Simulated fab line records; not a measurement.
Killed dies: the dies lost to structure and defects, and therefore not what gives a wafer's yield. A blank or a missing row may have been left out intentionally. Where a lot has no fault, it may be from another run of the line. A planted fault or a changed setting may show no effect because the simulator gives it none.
The tool behind it: which one? || flow n5-finfet || 19 lots, 57 wafers sampled, at 4 steps of a route of 1938

WHAT EACH GAUGE READ, for each wafer
N5_BEOL_M1_INSPECT_13: inspects for defects (brightfield). Usual: raw-defect-count 438, standard deviation 110.
{"lot": "L076", "measured": "day 6 17:29", "on": "defect-inspect-02", "raw-defect-count": "472 323 488", "flag": ""}
{"lot": "L077", "measured": "day 6 17:39", "on": "defect-inspect-01", "raw-defect-count": "440 392 426", "flag": ""}
{"lot": "L078", "measured": "day 6 21:26", "on": "defect-inspect-01", "raw-defect-count": "412 331 456", "flag": ""}
{"lot": "L080", "measured": "day 7 16:38", "on": "defect-inspect-01", "raw-defect-count": "435 253 423", "flag": ""}
{"lot": "L081", "measured": "day 7 21:27", "on": "defect-inspect-02", "raw-defect-count": "315 337 364", "flag": ""}
{"lot": "L082", "measured": "day 8 01:19", "on": "defect-inspect-02", "raw-defect-count": "433 281 369", "flag": ""}
{"lot": "L083", "measured": "day 8 04:31", "on": "defect-inspect-02", "raw-defect-count": "300 465 391", "flag": ""}
{"lot": "L085", "measured": "day 8 23:34", "on": "defect-inspect-01", "raw-defect-count": "322 395 456", "flag": ""}
{"lot": "L086", "measured": "day 9 05:53", "on": "defect-inspect-02", "raw-defect-count": "323 269 363", "flag": ""}
{"lot": "L088", "measured": "day 9 12:38", "on": "defect-inspect-02", "raw-defect-count": "453 317 470", "flag": ""}
{"lot": "L089", "measured": "day 10 17:50", "on": "defect-inspect-01", "raw-defect-count": "493 505 622", "flag": ""}
{"lot": "L090", "measured": "day 10 18:50", "on": "defect-inspect-02", "raw-defect-count": "312 362 322", "flag": ""}
{"lot": "L091", "measured": "day 10 19:05", "on": "defect-inspect-02", "raw-defect-count": "448 505 402", "flag": ""}
{"lot": "L093", "measured": "day 10 21:48", "on": "defect-inspect-01", "raw-defect-count": "679 950 559", "flag": ""}
{"lot": "L095", "measured": "day 11 00:24", "on": "defect-inspect-01", "raw-defect-count": "476 396 492", "flag": ""}
{"lot": "L092", "measured": "day 11 00:36", "on": "defect-inspect-02", "raw-defect-count": "428 507 312", "flag": ""}
{"lot": "L094", "measured": "day 11 03:41", "on": "defect-inspect-02", "raw-defect-count": "514 459 474", "flag": ""}
{"lot": "L096", "measured": "day 11 16:14", "on": "defect-inspect-01", "raw-defect-count": "569 403 389", "flag": ""}
{"lot": "L097", "measured": "day 12 03:37", "on": "defect-inspect-01", "raw-defect-count": "459 414 392", "flag": ""}

WHICH TOOL RAN EACH LOT (tool, then ch and the chambers of the sampled wafers, then the start)
{"lot": "L076", "N5_BEOL_M0_STRIP_104": "rie-diel-03 ch 0,1,2, day 6 13:31", "N5_BEOL_M0_TRENCH_ETCH_107": "rie-diel-04 ch 1,2, day 6 13:41", "N5_BEOL_M1_PECVD_72": "pecvd-02 ch 1,2, day 6 16:31"}
{"lot": "L077", "N5_BEOL_M0_STRIP_104": "rie-diel-04 ch 0,1,2, day 6 13:50", "N5_BEOL_M0_TRENCH_ETCH_107": "rie-diel-01 ch 1,2, day 6 14:01", "N5_BEOL_M1_PECVD_72": "pecvd-04 ch 1,2, day 6 16:43"}
{"lot": "L078", "N5_BEOL_M0_STRIP_104": "rie-diel-03 ch 1,2,3, day 6 17:40", "N5_BEOL_M0_TRENCH_ETCH_107": "rie-diel-01 ch 1,3, day 6 17:50", "N5_BEOL_M1_PECVD_72": "pecvd-03 ch 1,2, day 6 20:38"}
{"lot": "L080", "N5_BEOL_M0_STRIP_104": "rie-diel-01 ch 0,2, day 7 08:04", "N5_BEOL_M0_TRENCH_ETCH_107": "rie-diel-04 ch 1,2, day 7 08:34", "N5_BEOL_M1_PECVD_72": "pecvd-04 ch 0,1,2, day 7 12:20"}
{"lot": "L081", "N5_BEOL_M0_STRIP_104": "rie-diel-03 ch 0,2, day 7 16:19", "N5_BEOL_M0_TRENCH_ETCH_107": "rie-diel-01 ch 0,3, day 7 16:29", "N5_BEOL_M1_PECVD_72": "pecvd-02 ch 0,1, day 7 20:13"}
{"lot": "L082", "N5_BEOL_M0_STRIP_104": "rie-diel-01 ch 0,2, day 7 18:51", "N5_BEOL_M0_TRENCH_ETCH_107": "rie-diel-01 ch 0,2, day 7 19:20", "N5_BEOL_M1_PECVD_72": "pecvd-02 ch 1,2, day 7 23:11"}
{"lot": "L083", "N5_BEOL_M0_STRIP_104": "rie-diel-03 ch 2,3, day 7 23:59", "N5_BEOL_M0_TRENCH_ETCH_107": "rie-diel-04 ch 0,1, day 8 00:10", "N5_BEOL_M1_PECVD_72": "pecvd-04 ch 1,2, day 8 03:04"}
{"lot": "L085", "N5_BEOL_M0_STRIP_104": "rie-diel-03 ch 1,2,3, day 8 16:02", "N5_BEOL_M0_TRENCH_ETCH_107": "rie-diel-04 ch 1,3, day 8 16:16", "N5_BEOL_M1_PECVD_72": "pecvd-02 ch 1,2, day 8 21:16"}
{"lot": "L086", "N5_BEOL_M0_STRIP_104": "rie-diel-01 ch 1,2,3, day 8 19:58", "N5_BEOL_M0_TRENCH_ETCH_107": "rie-diel-04 ch 1,2, day 8 20:39", "N5_BEOL_M1_PECVD_72": "pecvd-04 ch 0,1, day 9 01:38"}
{"lot": "L088", "N5_BEOL_M0_STRIP_104": "rie-diel-03 ch 0,3, day 9 08:05", "N5_BEOL_M0_TRENCH_ETCH_107": "rie-diel-01 ch 1,2, day 9 08:14", "N5_BEOL_M1_PECVD_72": "pecvd-03 ch 0,1,2, day 9 11:01"}
{"lot": "L089", "N5_BEOL_M0_STRIP_104": "rie-diel-03 ch 0,1,3, day 10 10:31", "N5_BEOL_M0_TRENCH_ETCH_107": "rie-diel-04 ch 0,2,3, day 10 11:01", "N5_BEOL_M1_PECVD_72": "pecvd-03 ch 0,1,2, day 10 16:06"}
{"lot": "L090", "N5_BEOL_M0_STRIP_104": "rie-diel-03 ch 0,2,3, day 10 13:13", "N5_BEOL_M0_TRENCH_ETCH_107": "rie-diel-04 ch 0,1, day 10 13:23", "N5_BEOL_M1_PECVD_72": "pecvd-02 ch 0,1,2, day 10 17:44"}
{"lot": "L091", "N5_BEOL_M0_STRIP_104": "rie-diel-04 ch 0,2,3, day 10 13:16", "N5_BEOL_M0_TRENCH_ETCH_107": "rie-diel-01 ch 0,1,2, day 10 13:28", "N5_BEOL_M1_PECVD_72": "pecvd-02 ch 1,2, day 10 18:15"}
{"lot": "L093", "N5_BEOL_M0_STRIP_104": "rie-diel-01 ch 1,2, day 10 17:29", "N5_BEOL_M0_TRENCH_ETCH_107": "rie-diel-03 ch 0,1, day 10 17:39", "N5_BEOL_M1_PECVD_72": "pecvd-03 ch 0,1, day 10 20:49"}
{"lot": "L095", "N5_BEOL_M0_STRIP_104": "rie-diel-04 ch 0,2, day 10 18:14", "N5_BEOL_M0_TRENCH_ETCH_107": "rie-diel-03 ch 1,2,3, day 10 18:24", "N5_BEOL_M1_PECVD_72": "pecvd-03 ch 0,2, day 10 22:34"}
{"lot": "L092", "N5_BEOL_M0_STRIP_104": "rie-diel-03 ch 0,2,3, day 10 18:15", "N5_BEOL_M0_TRENCH_ETCH_107": "rie-diel-04 ch 0,2,3, day 10 18:26", "N5_BEOL_M1_PECVD_72": "pecvd-04 ch 0,1,2, day 10 22:41"}
{"lot": "L094", "N5_BEOL_M0_STRIP_104": "rie-diel-03 ch 1,2,3, day 10 20:40", "N5_BEOL_M0_TRENCH_ETCH_107": "rie-diel-03 ch 0,1,3, day 10 20:52", "N5_BEOL_M1_PECVD_72": "pecvd-04 ch 0,1,2, day 11 00:58"}
{"lot": "L096", "N5_BEOL_M0_STRIP_104": "rie-diel-01 ch 0,1, day 11 10:34", "N5_BEOL_M0_TRENCH_ETCH_107": "rie-diel-03 ch 0,3, day 11 10:45", "N5_BEOL_M1_PECVD_72": "pecvd-02 ch 1,2, day 11 15:02"}
{"lot": "L097", "N5_BEOL_M0_STRIP_104": "rie-diel-01 ch 1,2,3, day 11 18:05", "N5_BEOL_M0_TRENCH_ETCH_107": "rie-diel-03 ch 0,3, day 11 18:36", "N5_BEOL_M1_PECVD_72": "pecvd-04 ch 0,2, day 11 22:49"}
- N5_BEOL_M0_STRIP_104: strips in N2/H2.
- N5_BEOL_M0_TRENCH_ETCH_107: etches SiOC in C4F6/O2, target depth 32.8 nm, time 16.4 s.
- N5_BEOL_M1_PECVD_72: deposits SiO2 from TEOS/O2, target thk 16 nm, time 18 s.

AS READ BY THE TOOLS THEMSELVES (means over the sampled wafers that have a number; for cases with no such wafer, the mark the record gives instead)
N5_BEOL_M0_STRIP_104. Usual: bias-power-w 6.998 W, standard deviation 0.021; drypump-motor-current-A 5.5 A, standard deviation 0.36; h2-flow-sccm 200.0 sccm, standard deviation 0.55; oes-product-au 0.82 a.u., standard deviation 0.084; power-w 450.0 W, standard deviation 1.4; rf-vpp-V 59.1 V, standard deviation 1.7; showerhead-plenum-p-Torr 2.54 Torr, standard deviation 0.1; throttle-valve-pct 23.53 %, standard deviation 0.27.
{"lot": "L076", "tool": "rie-diel-03", "bias-power-w (W)": 7.000, "drypump-motor-current-A (A)": 5.4, "h2-flow-sccm (sccm)": 200.3, "oes-product-au (a.u.)": 0.82, "power-w (W)": 449.9, "rf-vpp-V (V)": 57.6, "showerhead-plenum-p-Torr (Torr)": 2.54, "throttle-valve-pct (%)": 23.47, "flag": ""}
{"lot": "L077", "tool": "rie-diel-04", "bias-power-w (W)": 6.993, "drypump-motor-current-A (A)": 5.7, "h2-flow-sccm (sccm)": 200.0, "oes-product-au (a.u.)": 0.81, "power-w (W)": 449.6, "rf-vpp-V (V)": 57.4, "showerhead-plenum-p-Torr (Torr)": 2.51, "throttle-valve-pct (%)": 23.57, "flag": ""}
{"lot": "L078", "tool": "rie-diel-03", "bias-power-w (W)": 6.990, "drypump-motor-current-A (A)": 5.5, "h2-flow-sccm (sccm)": 200.3, "oes-product-au (a.u.)": 0.83, "power-w (W)": 450.7, "rf-vpp-V (V)": 58.5, "showerhead-plenum-p-Torr (Torr)": 2.61, "throttle-valve-pct (%)": 23.43, "flag": ""}
{"lot": "L080", "tool": "rie-diel-01", "bias-power-w (W)": 6.996, "drypump-motor-current-A (A)": 5.8, "h2-flow-sccm (sccm)": 200.4, "oes-product-au (a.u.)": 0.78, "power-w (W)": 449.2, "rf-vpp-V (V)": 57.8, "showerhead-plenum-p-Torr (Torr)": 2.42, "throttle-valve-pct (%)": 23.70, "flag": ""}
{"lot": "L081", "tool": "rie-diel-03", "bias-power-w (W)": 6.990, "drypump-motor-current-A (A)": 5.5, "h2-flow-sccm (sccm)": 199.9, "oes-product-au (a.u.)": 0.77, "power-w (W)": 449.7, "rf-vpp-V (V)": 60.2, "showerhead-plenum-p-Torr (Torr)": 2.45, "throttle-valve-pct (%)": 23.57, "flag": ""}
{"lot": "L082", "tool": "rie-diel-01", "bias-power-w (W)": 6.986, "drypump-motor-current-A (A)": 5.8, "h2-flow-sccm (sccm)": 200.6, "oes-product-au (a.u.)": 0.77, "power-w (W)": 450.4, "rf-vpp-V (V)": 60.3, "showerhead-plenum-p-Torr (Torr)": 2.42, "throttle-valve-pct (%)": 23.70, "flag": ""}
{"lot": "L083", "tool": "rie-diel-03", "bias-power-w (W)": 6.991, "drypump-motor-current-A (A)": 5.5, "h2-flow-sccm (sccm)": 199.6, "oes-product-au (a.u.)": 0.79, "power-w (W)": 450.7, "rf-vpp-V (V)": 58.0, "showerhead-plenum-p-Torr (Torr)": 2.60, "throttle-valve-pct (%)": 23.50, "flag": ""}
{"lot": "L085", "tool": "rie-diel-03", "bias-power-w (W)": 6.998, "drypump-motor-current-A (A)": 5.5, "h2-flow-sccm (sccm)": 199.6, "oes-product-au (a.u.)": 0.81, "power-w (W)": 449.5, "rf-vpp-V (V)": 59.5, "showerhead-plenum-p-Torr (Torr)": 2.60, "throttle-valve-pct (%)": 23.48, "flag": ""}
{"lot": "L086", "tool": "rie-diel-01", "bias-power-w (W)": 6.994, "drypump-motor-current-A (A)": 5.4, "h2-flow-sccm (sccm)": 200.3, "oes-product-au (a.u.)": 0.85, "power-w (W)": 450.6, "rf-vpp-V (V)": 58.7, "showerhead-plenum-p-Torr (Torr)": 2.52, "throttle-valve-pct (%)": 23.46, "flag": ""}
{"lot": "L088", "tool": "rie-diel-03", "bias-power-w (W)": 7.011, "drypump-motor-current-A (A)": 5.4, "h2-flow-sccm (sccm)": 200.0, "oes-product-au (a.u.)": 0.77, "power-w (W)": 448.3, "rf-vpp-V (V)": 59.4, "showerhead-plenum-p-Torr (Torr)": 2.52, "throttle-valve-pct (%)": 23.47, "flag": ""}
{"lot": "L089", "tool": "rie-diel-03", "bias-power-w (W)": 6.984, "drypump-motor-current-A (A)": 5.4, "h2-flow-sccm (sccm)": 200.2, "oes-product-au (a.u.)": 0.80, "power-w (W)": 449.7, "rf-vpp-V (V)": 60.5, "showerhead-plenum-p-Torr (Torr)": 2.59, "throttle-valve-pct (%)": 23.38, "flag": ""}
{"lot": "L090", "tool": "rie-diel-03", "bias-power-w (W)": 6.979, "drypump-motor-current-A (A)": 5.4, "h2-flow-sccm (sccm)": 200.1, "oes-product-au (a.u.)": 0.76, "power-w (W)": 449.5, "rf-vpp-V (V)": 58.9, "showerhead-plenum-p-Torr (Torr)": 2.52, "throttle-valve-pct (%)": 23.58, "flag": ""}
{"lot": "L091", "tool": "rie-diel-04", "bias-power-w (W)": 7.003, "drypump-motor-current-A (A)": 5.5, "h2-flow-sccm (sccm)": 199.7, "oes-product-au (a.u.)": 0.88, "power-w (W)": 450.6, "rf-vpp-V (V)": 60.6, "showerhead-plenum-p-Torr (Torr)": 2.58, "throttle-valve-pct (%)": 23.43, "flag": ""}
{"lot": "L093", "tool": "rie-diel-01", "bias-power-w (W)": 7.004, "drypump-motor-current-A (A)": 5.7, "h2-flow-sccm (sccm)": 199.6, "oes-product-au (a.u.)": 0.95, "power-w (W)": 449.2, "rf-vpp-V (V)": 59.2, "showerhead-plenum-p-Torr (Torr)": 2.67, "throttle-valve-pct (%)": 23.69, "flag": ""}
{"lot": "L095", "tool": "rie-diel-04", "bias-power-w (W)": 6.998, "drypump-motor-current-A (A)": 5.3, "h2-flow-sccm (sccm)": 200.1, "oes-product-au (a.u.)": 0.85, "power-w (W)": 449.7, "rf-vpp-V (V)": 58.9, "showerhead-plenum-p-Torr (Torr)": 2.52, "throttle-valve-pct (%)": 23.18, "flag": ""}
{"lot": "L092", "tool": "rie-diel-03", "bias-power-w (W)": 7.005, "drypump-motor-current-A (A)": 5.5, "h2-flow-sccm (sccm)": 199.7, "oes-product-au (a.u.)": 0.76, "power-w (W)": 450.7, "rf-vpp-V (V)": 58.6, "showerhead-plenum-p-Torr (Torr)": 2.52, "throttle-valve-pct (%)": 23.58, "flag": ""}
{"lot": "L094", "tool": "rie-diel-03", "bias-power-w (W)": 7.010, "drypump-motor-current-A (A)": 5.5, "h2-flow-sccm (sccm)": 200.1, "oes-product-au (a.u.)": 0.79, "power-w (W)": 450.1, "rf-vpp-V (V)": 57.8, "showerhead-plenum-p-Torr (Torr)": 2.59, "throttle-valve-pct (%)": 23.49, "flag": ""}
{"lot": "L096", "tool": "rie-diel-01", "bias-power-w (W)": 6.990, "drypump-motor-current-A (A)": 5.3, "h2-flow-sccm (sccm)": 200.3, "oes-product-au (a.u.)": 0.87, "power-w (W)": 451.3, "rf-vpp-V (V)": 59.0, "showerhead-plenum-p-Torr (Torr)": 2.56, "throttle-valve-pct (%)": 23.51, "flag": ""}
{"lot": "L097", "tool": "rie-diel-01", "bias-power-w (W)": 7.006, "drypump-motor-current-A (A)": 5.3, "h2-flow-sccm (sccm)": 200.7, "oes-product-au (a.u.)": 0.90, "power-w (W)": 448.9, "rf-vpp-V (V)": 61.0, "showerhead-plenum-p-Torr (Torr)": 2.62, "throttle-valve-pct (%)": 23.49, "flag": ""}

N5_BEOL_M0_TRENCH_ETCH_107. Usual: drypump-motor-current-A 5.6 A, standard deviation 0.45; oes_ar_750_au 0.82 a.u., standard deviation 0.091; oes-product-au 0.82 a.u., standard deviation 0.096; rf-vpp-V 662 V, standard deviation 11; showerhead-plenum-p-Torr 2.85 Torr, standard deviation 0.099; throttle-valve-pct 20.85 %, standard deviation 0.22.
{"lot": "L076", "tool": "rie-diel-04", "drypump-motor-current-A (A)": 5.8, "oes_ar_750_au (a.u.)": 0.84, "oes-product-au (a.u.)": 0.85, "rf-vpp-V (V)": 667, "showerhead-plenum-p-Torr (Torr)": 2.86, "throttle-valve-pct (%)": 20.75, "flag": ""}
{"lot": "L077", "tool": "rie-diel-01", "drypump-motor-current-A (A)": 5.4, "oes_ar_750_au (a.u.)": 0.70, "oes-product-au (a.u.)": 0.69, "rf-vpp-V (V)": 656, "showerhead-plenum-p-Torr (Torr)": 2.85, "throttle-valve-pct (%)": 20.97, "flag": ""}
{"lot": "L078", "tool": "rie-diel-01", "drypump-motor-current-A (A)": 5.1, "oes_ar_750_au (a.u.)": 0.78, "oes-product-au (a.u.)": 0.78, "rf-vpp-V (V)": 664, "showerhead-plenum-p-Torr (Torr)": 2.91, "throttle-valve-pct (%)": 20.83, "flag": ""}
{"lot": "L080", "tool": "rie-diel-04", "drypump-motor-current-A (A)": 6.2, "oes_ar_750_au (a.u.)": 0.86, "oes-product-au (a.u.)": 0.86, "rf-vpp-V (V)": 669, "showerhead-plenum-p-Torr (Torr)": 2.82, "throttle-valve-pct (%)": 20.96, "flag": ""}
{"lot": "L081", "tool": "rie-diel-01", "drypump-motor-current-A (A)": 5.3, "oes_ar_750_au (a.u.)": 0.92, "oes-product-au (a.u.)": 0.93, "rf-vpp-V (V)": 669, "showerhead-plenum-p-Torr (Torr)": 2.84, "throttle-valve-pct (%)": 20.74, "flag": ""}
{"lot": "L082", "tool": "rie-diel-01", "drypump-motor-current-A (A)": 5.7, "oes_ar_750_au (a.u.)": 0.84, "oes-product-au (a.u.)": 0.85, "rf-vpp-V (V)": 662, "showerhead-plenum-p-Torr (Torr)": 2.77, "throttle-valve-pct (%)": 20.87, "flag": ""}
{"lot": "L083", "tool": "rie-diel-04", "drypump-motor-current-A (A)": 5.6, "oes_ar_750_au (a.u.)": 0.75, "oes-product-au (a.u.)": 0.74, "rf-vpp-V (V)": 666, "showerhead-plenum-p-Torr (Torr)": 2.80, "throttle-valve-pct (%)": 21.22, "flag": ""}
{"lot": "L085", "tool": "rie-diel-04", "drypump-motor-current-A (A)": 6.3, "oes_ar_750_au (a.u.)": 0.89, "oes-product-au (a.u.)": 0.89, "rf-vpp-V (V)": 666, "showerhead-plenum-p-Torr (Torr)": 2.86, "throttle-valve-pct (%)": 21.05, "flag": ""}
{"lot": "L086", "tool": "rie-diel-04", "drypump-motor-current-A (A)": 6.1, "oes_ar_750_au (a.u.)": 0.84, "oes-product-au (a.u.)": 0.85, "rf-vpp-V (V)": 670, "showerhead-plenum-p-Torr (Torr)": 2.82, "throttle-valve-pct (%)": 20.98, "flag": ""}
{"lot": "L088", "tool": "rie-diel-01", "drypump-motor-current-A (A)": 5.4, "oes_ar_750_au (a.u.)": 0.84, "oes-product-au (a.u.)": 0.84, "rf-vpp-V (V)": 657, "showerhead-plenum-p-Torr (Torr)": 2.84, "throttle-valve-pct (%)": 20.77, "flag": ""}
{"lot": "L089", "tool": "rie-diel-04", "drypump-motor-current-A (A)": 5.5, "oes_ar_750_au (a.u.)": 0.87, "oes-product-au (a.u.)": 0.88, "rf-vpp-V (V)": 659, "showerhead-plenum-p-Torr (Torr)": 2.90, "throttle-valve-pct (%)": 20.78, "flag": ""}
{"lot": "L090", "tool": "rie-diel-04", "drypump-motor-current-A (A)": 5.6, "oes_ar_750_au (a.u.)": 0.91, "oes-product-au (a.u.)": 0.91, "rf-vpp-V (V)": 667, "showerhead-plenum-p-Torr (Torr)": 2.80, "throttle-valve-pct (%)": 20.98, "flag": ""}
{"lot": "L091", "tool": "rie-diel-01", "drypump-motor-current-A (A)": 5.6, "oes_ar_750_au (a.u.)": 0.92, "oes-product-au (a.u.)": 0.92, "rf-vpp-V (V)": 663, "showerhead-plenum-p-Torr (Torr)": 2.91, "throttle-valve-pct (%)": 20.77, "flag": ""}
{"lot": "L093", "tool": "rie-diel-03", "drypump-motor-current-A (A)": 5.3, "oes_ar_750_au (a.u.)": 0.79, "oes-product-au (a.u.)": 0.79, "rf-vpp-V (V)": 678, "showerhead-plenum-p-Torr (Torr)": 2.83, "throttle-valve-pct (%)": 20.76, "flag": ""}
{"lot": "L095", "tool": "rie-diel-03", "drypump-motor-current-A (A)": 5.5, "oes_ar_750_au (a.u.)": 0.80, "oes-product-au (a.u.)": 0.80, "rf-vpp-V (V)": 656, "showerhead-plenum-p-Torr (Torr)": 2.91, "throttle-valve-pct (%)": 20.75, "flag": ""}
{"lot": "L092", "tool": "rie-diel-04", "drypump-motor-current-A (A)": 5.4, "oes_ar_750_au (a.u.)": 0.88, "oes-product-au (a.u.)": 0.88, "rf-vpp-V (V)": 659, "showerhead-plenum-p-Torr (Torr)": 2.90, "throttle-valve-pct (%)": 20.78, "flag": ""}
{"lot": "L094", "tool": "rie-diel-03", "drypump-motor-current-A (A)": 5.4, "oes_ar_750_au (a.u.)": 0.80, "oes-product-au (a.u.)": 0.80, "rf-vpp-V (V)": 667, "showerhead-plenum-p-Torr (Torr)": 2.91, "throttle-valve-pct (%)": 20.69, "flag": ""}
{"lot": "L096", "tool": "rie-diel-03", "drypump-motor-current-A (A)": 5.5, "oes_ar_750_au (a.u.)": 0.76, "oes-product-au (a.u.)": 0.75, "rf-vpp-V (V)": 663, "showerhead-plenum-p-Torr (Torr)": 2.89, "throttle-valve-pct (%)": 20.72, "flag": ""}
{"lot": "L097", "tool": "rie-diel-03", "drypump-motor-current-A (A)": 5.5, "oes_ar_750_au (a.u.)": 0.76, "oes-product-au (a.u.)": 0.75, "rf-vpp-V (V)": 663, "showerhead-plenum-p-Torr (Torr)": 2.89, "throttle-valve-pct (%)": 20.73, "flag": ""}

N5_BEOL_M1_PECVD_72. Usual: heater-power-w 718 W, standard deviation 110; showerhead-plenum-p-Torr 8.78 Torr, standard deviation 0.071; throttle-valve-pct 22.0 %, standard deviation 0.61.
{"lot": "L076", "tool": "pecvd-02", "heater-power-w (W)": 813, "showerhead-plenum-p-Torr (Torr)": 8.80, "throttle-valve-pct (%)": 21.5, "flag": ""}
{"lot": "L077", "tool": "pecvd-04", "heater-power-w (W)": 643, "showerhead-plenum-p-Torr (Torr)": 8.79, "throttle-valve-pct (%)": 22.4, "flag": ""}
{"lot": "L078", "tool": "pecvd-03", "heater-power-w (W)": 781, "showerhead-plenum-p-Torr (Torr)": 8.71, "throttle-valve-pct (%)": 21.9, "flag": ""}
{"lot": "L080", "tool": "pecvd-04", "heater-power-w (W)": 622, "showerhead-plenum-p-Torr (Torr)": 8.83, "throttle-valve-pct (%)": 22.4, "flag": ""}
{"lot": "L081", "tool": "pecvd-02", "heater-power-w (W)": 771, "showerhead-plenum-p-Torr (Torr)": 8.78, "throttle-valve-pct (%)": 22.1, "flag": ""}
{"lot": "L082", "tool": "pecvd-02", "heater-power-w (W)": 721, "showerhead-plenum-p-Torr (Torr)": 8.80, "throttle-valve-pct (%)": 21.7, "flag": ""}
{"lot": "L083", "tool": "pecvd-04", "heater-power-w (W)": 633, "showerhead-plenum-p-Torr (Torr)": 8.81, "throttle-valve-pct (%)": 22.0, "flag": ""}
{"lot": "L085", "tool": "pecvd-02", "heater-power-w (W)": 715, "showerhead-plenum-p-Torr (Torr)": 8.80, "throttle-valve-pct (%)": 21.8, "flag": ""}
{"lot": "L086", "tool": "pecvd-04", "heater-power-w (W)": 580, "showerhead-plenum-p-Torr (Torr)": 8.80, "throttle-valve-pct (%)": 23.0, "flag": ""}
{"lot": "L088", "tool": "pecvd-03", "heater-power-w (W)": 762, "showerhead-plenum-p-Torr (Torr)": 8.71, "throttle-valve-pct (%)": 21.8, "flag": ""}
{"lot": "L089", "tool": "pecvd-03", "heater-power-w (W)": 777, "showerhead-plenum-p-Torr (Torr)": 8.70, "throttle-valve-pct (%)": 21.9, "flag": ""}
{"lot": "L090", "tool": "pecvd-02", "heater-power-w (W)": 788, "showerhead-plenum-p-Torr (Torr)": 8.81, "throttle-valve-pct (%)": 22.0, "flag": ""}
{"lot": "L091", "tool": "pecvd-02", "heater-power-w (W)": 810, "showerhead-plenum-p-Torr (Torr)": 8.80, "throttle-valve-pct (%)": 21.7, "flag": ""}
{"lot": "L093", "tool": "pecvd-03", "heater-power-w (W)": 744, "showerhead-plenum-p-Torr (Torr)": 8.74, "throttle-valve-pct (%)": 21.8, "flag": ""}
{"lot": "L095", "tool": "pecvd-03", "heater-power-w (W)": 743, "showerhead-plenum-p-Torr (Torr)": 8.66, "throttle-valve-pct (%)": 21.8, "flag": ""}
{"lot": "L092", "tool": "pecvd-04", "heater-power-w (W)": 605, "showerhead-plenum-p-Torr (Torr)": 8.84, "throttle-valve-pct (%)": 22.5, "flag": ""}
{"lot": "L094", "tool": "pecvd-04", "heater-power-w (W)": 635, "showerhead-plenum-p-Torr (Torr)": 8.83, "throttle-valve-pct (%)": 22.6, "flag": ""}
{"lot": "L096", "tool": "pecvd-02", "heater-power-w (W)": 771, "showerhead-plenum-p-Torr (Torr)": 8.79, "throttle-valve-pct (%)": 21.8, "flag": ""}
{"lot": "L097", "tool": "pecvd-04", "heater-power-w (W)": 664, "showerhead-plenum-p-Torr (Torr)": 8.88, "throttle-valve-pct (%)": 22.4, "flag": ""}

THE ANSWER, worked out from the rows above alone
Rule: lot off if the mean of its wafers having a number is beyond 3 standard deviations from the usual mean. A lot without any number at a reading at which 4 lots or more have one is off too. The other lots that the step has rows for count as sound. Order of review: gauges by route order, followed by the tools' own readings, for which a lot's mean as printed above is used. At the first step where some lot is off, the reading lying furthest off is the one used; lots without a number count as furthest.
Nothing can be told from this: no lot is off at any reading shown.

WHAT THE SIMULATOR HAD PUT IN
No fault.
